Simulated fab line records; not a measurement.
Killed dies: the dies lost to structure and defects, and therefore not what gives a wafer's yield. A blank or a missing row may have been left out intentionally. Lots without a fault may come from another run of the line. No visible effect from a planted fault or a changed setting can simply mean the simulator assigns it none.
Struck lot and sound lot, side by side :: flow n5Finfet :: 35 steps out of a route of 1938
Sound: the wafers L422.1, L422.5, L422.6. Struck: wafers L424.2, L424.5. (L424.4 of the same lot was not struck and is left out.) The cause comes at the end.
At each step with rows: each side's tool, then ch and its chambers, then its first start. Under that, the readings that differ: sound wafers :: struck wafers :: difference of the means :: sigmas: that difference in standard deviations of wafers without a fault.
alike: readings whose means differ by less than 2 such deviations, and words and numbers that are the same on both sides. not compared: withheld readings, readings that some wafer has no value for, bounds like >300 that may hide the same value, and numbers for which the record gives no deviation and whose values overlap.
Wherever a step has rows on one side only, a row that says differs or no value, or a row with sigmas, the two part there. Non-overlapping numbers with no deviation appear without sigmas and do not part them. A reading missing from all wafers of one side parts the sides only when that side holds two or more wafers.

first, 10 steps without rows for these wafers: N5_BEOL_M7_DESCUM_33 (chemistry O2, time 7 s); N5_BEOL_M7_ETCH_72 (etches underlayer in N2/H2, target depth 6.5 nm, time 5.2 s); N5_BEOL_M7_ETCH_65 (etches SiARC in CF4, target depth 15.6 nm, time 26 s); N5_BEOL_M7_ETCH_66 (etches SOC in N2/H2, target depth 80 nm, overetch 16 nm, time 120 s); N5_BEOL_M7_STRIP_69 (strips in N2/H2); N5_BEOL_M7_STRIP_73 (strips in N2/H2); N5_BEOL_M7_VIA_ETCH_34 (etches SiCOH lowk in C4F6/O2, target depth 125.5 nm, time 50.5 s); N5_BEOL_M7_STRIP_76 (strips in C4F6/O2); N5_BEOL_M7_STRIP_36 (strips in N2/H2); N5_BEOL_M7_TRENCH_ETCH_37 (etches SiCOH lowk in C4F6/O2, target depth 93.478 nm, time 31.2 s).
N5_BEOL_M7_ETCH_41: etches SiCN in CH3F/O2, target depth 31.9 nm, time 57.8 s.
  sound on rieDiel-02 ch 0,1, day 10 10:17; struck on rieDiel-02 ch 2, day 11 05:05
reading: drypumpMotorCurrentA (A)
sound: 5.1 5.1 5.7
struck: 6.5 6.5
difference: +1.2
sigmas: +3

reading: rfVppV (V)
sound: 299.1 298.9 298.2
struck: 294.5 295.3
difference: -3.8
sigmas: -2

reading: showerheadPlenumPTorr (Torr)
sound: 2.10 2.10 2.12
struck: 1.92 1.92
difference: -0.19
sigmas: -2
  alike: oesProductAu, throttleValvePct
  not compared: rfHoursCounterH
then, 23 steps without rows for these wafers: N5_BEOL_M7_STRIP_80 (strips in N2/H2, time 10 s); N5_BEOL_M7_HM_STRIP_39 (strips TiN in peroxide tin strip, target depth 25 nm, time 158 s); N5_BEOL_M7_SRD_40 (time 30 s); N5_BEOL_M7_PRECLEAN_42 (cleans in residue remover, time 60 s); N5_BEOL_M7_SRD_43 (time 30 s); N5_BEOL_M7_CURE_75 (cures SiCOH lowk, time 120 s); N5_BEOL_M7_DEGAS_44 (time 60 s); N5_BEOL_M7_PRE_CLEAN_45 (time 30 s); N5_BEOL_M7_ALD_77 (deposits TaN, target thk 2 nm, pulse time 2 s, purge time 3 s); N5_BEOL_M7_SURFACE_TREAT_79; N5_BEOL_M7_CVD_78 (deposits Co from CCTBA/H2, target thk 2 nm, time 142.3 s); N5_BEOL_M7_SPUTTER_48 (material Cu, target thk 10 nm, time 1.667 s); N5_BEOL_M7_ECD_50 (material Cu, target thk 300 nm); N5_BEOL_M7_ANNEAL_51 (time 90 s); N5_BEOL_M7_CMP_52 (polishes, stops on SiCOH lowk, t overpolish 6.9 s, target thk 80 nm); N5_BEOL_M7_PRE_CLEAN_55 (time 15 s); N5_BEOL_M7_DEP_56 (deposits SiCN from 3MS/NH3, target thk 10 nm, time 17.5 s); N5_BEOL_M8_ILD_DEP_00 (deposits SiCOH lowk from DEMS/porogen, target thk 179.75 nm, time 33.4 s); N5_BEOL_M8_CURE_74 (cures SiCOH lowk, time 240 s); N5_BEOL_M8_PECVD_70 (deposits SiO2 from TEOS/O2, target thk 20 nm, time 22.7 s); N5_BEOL_M8_HM_DEP_02 (deposits TiN, target thk 20 nm); N5_BEOL_M8_COAT_59 (time 60 s, resist thk 100 nm); N5_BEOL_M8_COAT_60 (time 60 s, resist thk 35 nm).
-- record jumps: 3 days separate the struck wafers' starts on either side; left off in module BEOL_M8, taken up again in module PASSIVATION, whose first shown step is the route's number 1936 --
N5_PASSIVATION_PROBE_49:
  the record has rows for the struck wafers here (prober-02, day 14 10:52) and none for the sound ones

## WHERE THEY PART
Last at N5_PASSIVATION_PROBE_49 as far as this record goes, first at N5_BEOL_M7_ETCH_41.

WHY: the cause the simulator had injected
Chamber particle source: rieDiel-02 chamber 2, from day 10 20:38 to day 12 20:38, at N5_BEOL_M7_ETCH_41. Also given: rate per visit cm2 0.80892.
